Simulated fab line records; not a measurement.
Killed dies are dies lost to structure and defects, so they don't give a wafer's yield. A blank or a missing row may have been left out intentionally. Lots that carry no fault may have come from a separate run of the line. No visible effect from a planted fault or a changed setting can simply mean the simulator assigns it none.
fab line records    flow n5_finfet    part 2 of 2: steps 5 to 6 of 6
record: lots: 21  wafers: 63  last_day: 17
route steps=1938 shown FIN_SAQP@94 FIN_CUT@167
lots that met no fault: taken from a fault-free run of the same line
start_h: hours from the record's first day to the start of the lot's first wafer shown    wait_h: hours since the lot's step before    " same as the row above    L1.1+2: several wafers, shown together as one row    - no value, or no start was given    * or withheld: withheld    < > ~ a bound
route shown NAME@n: a module of which the file shows steps, and the number in the route of the first    usual: mean and standard deviation over wafers with no fault    same: alike in all rows    chamber/n: place in a boat    sites: each site's reading    _std_site: the values' standard deviation    _edge_site: outer sites' mean less inner sites'    radius_mm: for every site, how far away it sits from the centre of the wafer    mask NAME#n: copy n    behind: the tool/chamber that last shaped the wafer    hold: the reason the lot was held/the length of the hold in hours/how it ended    device: transistor that didn't switch, given as n, p or np    end of line: the route-end tests of the same wafers    a step with no rows: only its recipe    killed: dies lost to structure and defects at the first sort, not the wafer's yield    map: shows each die of a wafer: x if killed, . if not, _ if none is there
set.NAME: the setting that was run; set.NAME@STEP: the one run at that earlier step    model.NAME: the simulator's own value behind a step, which no gauge read
one table for each step of the route and one row for each wafer, over a sample of lots
services: when a tool's chamber went out of use (start_h, in hours from the record's first day, below 0 if earlier), for how many hours, and the reason
== steps ==
step: N5_FIN_SAQP_RECESS_63
recipe: chemistry: HF/NH3  target: SiO2  target_depth_a: 180  afs_cycles: 3  temp_c: 30  sublimation_temp_c: 180  sublimation_time_s: 60
usual: drypump_motor_current_A: 5.7/0.53  temp_c: 30.02/0.1
lot.wafer  tool           chamber  start_h  wait_h  drypump_motor_current_A  temp_c
L074.3     vapor_etch-02  0        25.19    0.2     5.8                      29.97
L074.5     "              1        "        "       6.5                      29.85
L074.6     "              0        "        "       5.8                      29.90
L075.3     vapor_etch-01  1        30.12    0.2     5.0                      30.07
L075.4     "              0        "        "       5.9                      30.08
L075.6     "              1        "        "       5.0                      29.90
L076.3     vapor_etch-01  0        36.85    0.2     5.9                      29.87
L076.4     "              1        "        "       5.0                      30.04
L076.6     "              0        "        "       5.9                      30.03
L077.2     vapor_etch-01  1        42.84    0.1     5.0                      29.99
L077.5     "              0        "        "       5.9                      29.99
L077.6     "              1        "        "       5.0                      29.76
L078.1     vapor_etch-01  1        48.20    0.1     5.0                      30.14
L078.3     "              1        "        "       5.0                      29.89
L078.6     "              0        "        "       5.9                      30.08
L079.1     vapor_etch-01  0        54.02    0.1     5.9                      29.95
L079.3     "              1        "        "       5.0                      30.16
L079.5     "              0        "        "       5.9                      30.13
L080.1     vapor_etch-01  1        61.20    0.1     5.0                      29.95
L080.2     "              0        "        "       6.0                      30.10
L080.4     "              0        "        "       6.0                      29.91
L081.2     vapor_etch-02  0        68.63    0.1     5.8                      30.15
L081.5     "              1        "        "       6.5                      29.99
L081.6     "              0        "        "       5.8                      30.00
L083.3     vapor_etch-01  0        78.75    0.2     6.0                      30.14
L083.4     "              1        "        "       5.0                      29.99
L083.5     "              0        "        "       5.9                      30.07
L084.3     vapor_etch-01  0        84.54    0.2     5.9                      30.16
L084.4     "              1        "        "       5.0                      30.04
L084.6     "              0        "        "       5.9                      29.96
L085.2     vapor_etch-02  0        91.37    0.1     5.8                      29.99
L085.4     "              1        "        "       6.4                      29.93
L085.5     "              1        "        "       6.5                      30.01
L086.2     vapor_etch-01  1        97.60    0.3     5.0                      30.11
L086.3     "              1        "        "       5.0                      30.05
L086.5     "              1        "        "       5.0                      29.79
L087.3     vapor_etch-01  1        103.76   0.2     5.0                      29.89
L087.4     "              0        "        "       5.9                      30.02
L087.5     "              0        "        "       5.9                      30.09
L088.1     vapor_etch-01  0        107.56   0.1     5.9                      29.87
L088.3     "              0        "        "       5.9                      29.79
L088.5     "              0        "        "       5.9                      29.94
L090.2     vapor_etch-01  1        120.28   0.1     5.0                      30.02
L090.5     "              0        "        "       6.0                      29.99
L090.6     "              1        "        "       5.0                      30.14
L091.1     vapor_etch-01  0        126.37   0.1     5.9                      30.03
L091.2     "              1        "        "       5.0                      29.93
L091.6     "              0        "        "       5.9                      30.02
L092.1     vapor_etch-02  1        133.11   0.1     6.5                      30.19
L092.3     "              0        "        "       5.8                      30.05
L092.4     "              1        "        "       6.5                      30.06
L093.2     vapor_etch-01  1        139.78   0.1     5.0                      29.90
L093.4     "              0        "        "       5.9                      29.93
L093.5     "              0        "        "       5.9                      30.01
L095.2     vapor_etch-02  0        150.39   0.1     5.8                      29.95
L095.3     "              0        "        "       5.8                      30.01
L095.5     "              1        "        "       6.5                      30.02
L096.2     vapor_etch-01  0        157.39   0.1     5.9                      29.97
L096.4     "              0        "        "       5.9                      30.05
L096.5     "              0        "        "       5.9                      30.13
L097.1     vapor_etch-01  0        162.59   0.1     5.9                      30.09
L097.3     "              0        "        "       5.9                      30.17
L097.5     "              1        "        "       5.0                      29.98
step: N5_FIN_CUT_ETCH_30
recipe: chemistry: N2/H2  target: underlayer  target_depth_a: 130  mask_material: CAR-EUV  time_s: 10.4  ion_energy_ev: 200  pressure_mtorr: 30  source_w: 840  bias_w: 150  n2_flow_sccm: 200  h2_flow_sccm: 200  ends: cleared
usual: drypump_motor_current_A: 5.6/0.48  etch_rf_on_time_s: 10.37/0.19  oes_product_au: 0.63/0.039  rf_vpp_V: 523.8/2.5  showerhead_plenum_p_Torr: 2.54/0.083  throttle_valve_pct: 17.93/0.27
lot.wafer  tool         chamber  start_h  wait_h  drypump_motor_current_A  etch_rf_on_time_s  oes_product_au  rf_hours_counter_h  rf_vpp_V  showerhead_plenum_p_Torr  throttle_valve_pct
L074.3     rie_diel-04  1        27.39    0.0     6.1                      10.36              0.61            212                 524.1     2.52                      17.96
L074.5     "            0        "        "       4.7                      10.38              0.64            -                   521.5     2.44                      18.12
L074.6     "            1        "        "       6.1                      10.21              0.61            -                   522.3     2.52                      17.98
L075.3     rie_diel-03  0        32.46    0.0     5.7                      10.54              0.66            98                  526.0     2.69                      18.07
L075.4     "            0        "        "       5.7                      10.63              0.66            -                   527.2     2.69                      18.06
L075.6     "            1        "        "       5.8                      10.35              0.66            -                   524.4     2.54                      17.95
L076.3     rie_diel-04  1        39.18    0.0     6.1                      10.01              0.62            216                 523.0     2.52                      17.97
L076.4     "            2        "        "       5.8                      10.44              0.65            131                 526.8     2.66                      17.44
L076.6     "            1        "        "       6.1                      10.06              0.61            -                   524.1     2.52                      17.97
L077.2     rie_diel-01  3        45.33    0.0     5.8                      10.68              0.64            144                 519.4     2.45                      17.79
L077.5     "            3        "        "       5.8                      10.71              0.64            -                   520.8     2.45                      17.78
L077.6     "            0        "        "       5.3                      10.54              0.61            -                   526.6     2.61                      18.14
L078.1     rie_diel-04  1        50.67    0.0     6.1                      10.12              0.61            219                 523.1     2.51                      17.99
L078.3     "            0        "        "       4.7                      10.15              0.63            154                 522.0     2.44                      18.12
L078.6     "            1        "        "       6.1                      10.13              0.61            -                   522.7     2.51                      18.00
L079.1     rie_diel-04  2        57.14    0.0     5.8                      10.55              0.64            136                 526.5     2.66                      17.46
L079.3     "            0        "        "       4.7                      10.20              0.63            156                 521.1     2.44                      18.13
L079.5     "            1        "        "       6.1                      10.11              0.61            -                   524.2     2.51                      17.98
L080.1     rie_diel-04  3        64.09    0.0     5.9                      10.22              0.63            193                 522.7     2.52                      18.19
L080.2     "            0        "        "       4.7                      10.20              0.62            158                 522.7     2.44                      18.14
L080.4     "            1        "        "       6.1                      10.13              0.60            223                 525.3     2.51                      18.00
L081.2     rie_diel-04  1        70.97    0.0     6.1                      10.25              0.60            225                 522.5     2.51                      18.00
L081.5     "            2        "        "       5.7                      10.66              0.63            -                   525.1     2.65                      17.45
L081.6     "            1        "        "       6.1                      10.33              0.60            -                   522.9     2.51                      17.98
L083.3     rie_diel-04  0        81.52    0.0     4.7                      10.30              0.62            163                 521.4     2.44                      18.13
L083.4     "            1        "        "       6.1                      10.29              0.60            229                 523.0     2.51                      18.00
L083.5     "            1        "        "       6.1                      10.21              0.61            -                   521.9     2.51                      17.97
L084.3     rie_diel-01  3        87.42    0.0     5.8                      10.61              0.63            155                 520.6     2.44                      17.82
L084.4     "            0        "        "       5.3                      10.56              0.60            226                 527.2     2.60                      18.17
L084.6     "            2        "        "       6.3                      10.53              0.64            -                   523.0     2.55                      18.01
L085.2     rie_diel-04  2        93.81    0.0     5.8                      10.66              0.63            147                 526.8     2.65                      17.47
L085.4     "            3        "        "       6.0                      10.36              0.62            202                 523.1     2.52                      18.19
L085.5     "            0        "        "       4.7                      10.29              0.61            -                   520.9     2.43                      18.14
L086.2     rie_diel-04  2        101.39   0.0     5.7                      10.58              0.63            150                 526.6     2.65                      17.47
L086.3     "            0        "        "       4.7                      10.24              0.62            169                 520.6     2.43                      18.15
L086.5     "            3        "        "       5.9                      10.28              0.62            -                   524.2     2.52                      18.21
L087.3     rie_diel-03  3        106.46   0.0     5.3                      10.12              0.66            154                 526.6     2.64                      17.83
L087.4     "            1        "        "       5.8                      10.41              0.65            156                 524.9     2.53                      17.96
L087.5     "            1        "        "       5.7                      10.34              0.65            -                   525.9     2.53                      17.97
L088.1     rie_diel-03  3        111.58   0.0     5.2                      10.24              0.66            156                 527.0     2.64                      17.84
L088.3     "            0        "        "       5.7                      10.65              0.63            128                 526.5     2.68                      18.13
L088.5     "            1        "        "       5.8                      10.41              0.65            -                   521.6     2.53                      17.96
L090.2     rie_diel-04  1        123.13   0.0     6.1                      10.20              0.59            245                 523.3     2.50                      18.01
L090.5     "            0        "        "       4.7                      10.17              0.61            -                   520.0     2.43                      18.20
L090.6     "            1        "        "       6.0                      10.15              0.59            -                   524.4     2.50                      18.00
L091.1     rie_diel-04  0        129.23   0.0     4.7                      10.32              0.60            182                 521.6     2.43                      18.17
L091.2     "            1        "        "       6.1                      10.32              0.60            246                 521.4     2.50                      18.02
L091.6     "            0        "        "       4.7                      10.22              0.61            -                   522.0     2.43                      18.17
L092.1     rie_diel-04  0        136.76   0.0     4.7                      10.26              0.61            185                 521.1     2.43                      18.18
L092.3     "            2        "        "       5.8                      10.48              0.62            165                 526.4     2.64                      17.52
L092.4     "            0        "        "       4.7                      10.32              0.60            -                   520.6     2.43                      18.20
L093.2     rie_diel-01  2        142.29   0.0     6.3                      10.58              0.64            153                 525.2     2.55                      18.03
L093.4     "            0        "        "       5.3                      10.63              0.59            237                 524.0     2.60                      18.19
L093.5     "            3        "        "       5.8                      10.78              0.62            -                   520.8     2.44                      17.80
L095.2     rie_diel-01  3        153.04   0.0     5.8                      10.62              0.63            168                 521.0     2.44                      17.82
L095.3     "            0        "        "       5.3                      10.55              0.59            240                 526.4     2.60                      18.19
L095.5     "            0        "        "       5.3                      10.49              0.60            -                   525.4     2.60                      18.21
L096.2     rie_diel-04  0        160.48   0.0     4.7                      10.16              0.60            195                 518.6     2.42                      18.20
L096.4     "            0        "        "       4.7                      10.17              0.61            -                   519.1     2.42                      18.21
L096.5     "            3        "        "       5.9                      10.17              0.62            -                   522.7     2.51                      18.22
L097.1     rie_diel-04  0        165.29   0.0     4.7                      10.08              0.61            197                 519.8     2.42                      18.22
L097.3     "            2        "        "       5.8                      10.46              0.62            177                 526.7     2.64                      17.53
L097.5     "            3        "        "       6.0                      10.17              0.63            -                   522.3     2.51                      18.21
== services ==
tool           chamber  start_h  hours  kind
rie_diel-04    0        1.82     6.5    repair
rie_diel-05    0        8.74     9.8    repair
rie_diel-06    -        9.25     0.5    repair
ald_sin-03     1        16.07    8.5    repair
ald_sin-03     2        16.97    14.5   repair
pecvd-01       -        33.19    1.0    repair
rie_diel-02    -        41.23    0.6    repair
ald_sin-03     -        59.72    6.0    pm
ald_sin-02     0        64.17    15.5   repair
rie_diel-02    0        64.99    3.1    repair
ald_sin-02     3        77.70    2.4    repair
pecvd-01       1        87.10    7.3    repair
rie_diel-06    3        91.74    2.4    repair
pecvd-03       1        99.02    4.0    repair
rie_diel-04    3        109.90   12.2   repair
ald_sin-02     -        112.32   0.6    repair
vapor_etch-01  -        119.15   0.4    repair
rie_diel-04    3        126.58   27.6   repair
ald_sin-02     -        134.75   2.8    pm
pecvd-01       0        135.19   14.8   repair
rie_diel-04    -        138.91   0.5    repair
rie_diel-02    -        156.72   16.8   repair
rie_diel-06    1        161.09   4.9    repair
rie_diel-05    2        164.28   5.6    repair
